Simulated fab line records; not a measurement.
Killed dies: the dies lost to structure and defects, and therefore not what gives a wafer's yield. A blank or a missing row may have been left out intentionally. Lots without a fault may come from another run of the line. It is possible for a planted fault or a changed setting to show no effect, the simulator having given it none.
Chamber matching / flow nandHarc / NHARC_A_STAIRCASE_DESCUM_312 on rieDiel-01 has 4 sister chambers
The step chemistry O2, time 3 s. 7 wafers are shown with their chamber, then 10 later ones without.

## EACH WAFER AND ITS CHAMBER
wafer=L081.1; chamber=3; drypumpMotorCurrentA (A)=4.9; showerheadPlenumPTorr (Torr)=1.81
wafer=L081.6; chamber=0; drypumpMotorCurrentA (A)=5.5; showerheadPlenumPTorr (Torr)=1.91
wafer=L086.2; chamber=2; drypumpMotorCurrentA (A)=5.7; showerheadPlenumPTorr (Torr)=1.89
wafer=L086.3; chamber=1; drypumpMotorCurrentA (A)=6.7; showerheadPlenumPTorr (Torr)=1.93
wafer=L086.5; chamber=2; drypumpMotorCurrentA (A)=5.7; showerheadPlenumPTorr (Torr)=1.89
wafer=L089.2; chamber=0; drypumpMotorCurrentA (A)=5.5; showerheadPlenumPTorr (Torr)=1.90
wafer=L089.3; chamber=1; drypumpMotorCurrentA (A)=6.8; showerheadPlenumPTorr (Torr)=1.92

## WAFERS MISSING THEIR CHAMBER
wafer=L089.5; drypumpMotorCurrentA (A)=5.7; showerheadPlenumPTorr (Torr)=1.89
wafer=L090.2; drypumpMotorCurrentA (A)=5.7; showerheadPlenumPTorr (Torr)=1.89
wafer=L090.3; drypumpMotorCurrentA (A)=5.5; showerheadPlenumPTorr (Torr)=1.90
wafer=L090.6; drypumpMotorCurrentA (A)=6.7; showerheadPlenumPTorr (Torr)=1.92
wafer=L094.2; drypumpMotorCurrentA (A)=5.5; showerheadPlenumPTorr (Torr)=1.89
wafer=L094.4; drypumpMotorCurrentA (A)=4.9; showerheadPlenumPTorr (Torr)=1.80
wafer=L094.5; drypumpMotorCurrentA (A)=4.9; showerheadPlenumPTorr (Torr)=1.80
wafer=L096.2; drypumpMotorCurrentA (A)=5.5; showerheadPlenumPTorr (Torr)=1.89
wafer=L096.3; drypumpMotorCurrentA (A)=6.8; showerheadPlenumPTorr (Torr)=1.92
wafer=L096.5; drypumpMotorCurrentA (A)=4.9; showerheadPlenumPTorr (Torr)=1.79

## WHICH CHAMBER EACH WENT THROUGH
wafer=L089.5; from the rows above=2; in truth=2
wafer=L090.2; from the rows above=2; in truth=2
wafer=L090.3; from the rows above=0; in truth=0
wafer=L090.6; from the rows above=1; in truth=1
wafer=L094.2; from the rows above=0; in truth=0
wafer=L094.4; from the rows above=3; in truth=3
wafer=L094.5; from the rows above=3; in truth=3
wafer=L096.2; from the rows above=0; in truth=0
wafer=L096.3; from the rows above=1; in truth=1
wafer=L096.5; from the rows above=3; in truth=3
Placed correctly: 10 of 10. Number that these rows cannot place: 0. Placed wrongly: 0.
How it was worked out, from the rows above alone: a wafer's distance from a chamber is the root of the sum, over the readings, of the square of ((its reading less the chamber's mean) divided by the reading's scatter). The wafer belongs to the nearest chamber; if the next one is less than 2 further off, it can't be placed. For every chamber, the mean is computed from those of its wafers that are shown. The scatter: take each reading less its chamber's mean, square it, sum over the shown wafers, divide by the number of wafers less the number of chambers, and take the root.
